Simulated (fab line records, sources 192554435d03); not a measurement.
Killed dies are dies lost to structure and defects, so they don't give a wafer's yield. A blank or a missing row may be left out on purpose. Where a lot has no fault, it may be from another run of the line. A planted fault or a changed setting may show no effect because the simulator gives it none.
Chamber matching :: flow n5_finfet :: 4 sister chambers for N5_FIN_CUT_STRIP_24 on rie_diel-05
The step strips in CF4. 4 wafers are shown with their chamber, then 12 later ones without.

## WAFERS, EACH WITH ITS CHAMBER
wafer: L086.3
chamber: 3
showerhead_plenum_p_Torr (Torr): 1.76

wafer: L086.4
chamber: 1
showerhead_plenum_p_Torr (Torr): 1.90

wafer: L087.3
chamber: 2
showerhead_plenum_p_Torr (Torr): 1.73

wafer: L087.5
chamber: 0
showerhead_plenum_p_Torr (Torr): 1.87

## WAFERS WHOSE CHAMBER IS MISSING
wafer: L090.1
showerhead_plenum_p_Torr (Torr): 1.73

wafer: L090.2
showerhead_plenum_p_Torr (Torr): 1.90

wafer: L090.6
showerhead_plenum_p_Torr (Torr): 1.76

wafer: L092.1
showerhead_plenum_p_Torr (Torr): 1.76

wafer: L092.3
showerhead_plenum_p_Torr (Torr): 1.73

wafer: L092.6
showerhead_plenum_p_Torr (Torr): 1.86

wafer: L096.1
showerhead_plenum_p_Torr (Torr): 1.73

wafer: L096.2
showerhead_plenum_p_Torr (Torr): 1.86

wafer: L096.4
showerhead_plenum_p_Torr (Torr): 1.76

wafer: L097.3
showerhead_plenum_p_Torr (Torr): 1.90

wafer: L097.5
showerhead_plenum_p_Torr (Torr): 1.73

wafer: L097.6
showerhead_plenum_p_Torr (Torr): 1.90

## WHICH CHAMBER EACH WENT THROUGH
wafer: L090.1
from the rows above: 2
in truth: 2

wafer: L090.2
from the rows above: 1
in truth: 1

wafer: L090.6
from the rows above: 3
in truth: 3

wafer: L092.1
from the rows above: 3
in truth: 3

wafer: L092.3
from the rows above: 2
in truth: 2

wafer: L092.6
from the rows above: 0
in truth: 0

wafer: L096.1
from the rows above: 2
in truth: 2

wafer: L096.2
from the rows above: 0
in truth: 0

wafer: L096.4
from the rows above: 3
in truth: 3

wafer: L097.3
from the rows above: 1
in truth: 1

wafer: L097.5
from the rows above: 2
in truth: 2

wafer: L097.6
from the rows above: 1
in truth: 1
Placed correctly: 12 of 12. Can't be placed from these rows: 0. Number placed wrongly: 0.
How it was worked out, from the rows above alone: a wafer's distance from a chamber is the root of the sum, over the readings, of the square of ((its reading less the chamber's mean) divided by the reading's scatter). The wafer belongs to the nearest chamber; if the next one is less than 2 further off, it can't be placed. Each chamber's mean is taken over the wafers shown for it. The scatter: root of mean squared gap, hidden wafer to nearest shown wafer, with one shown wafer a chamber.
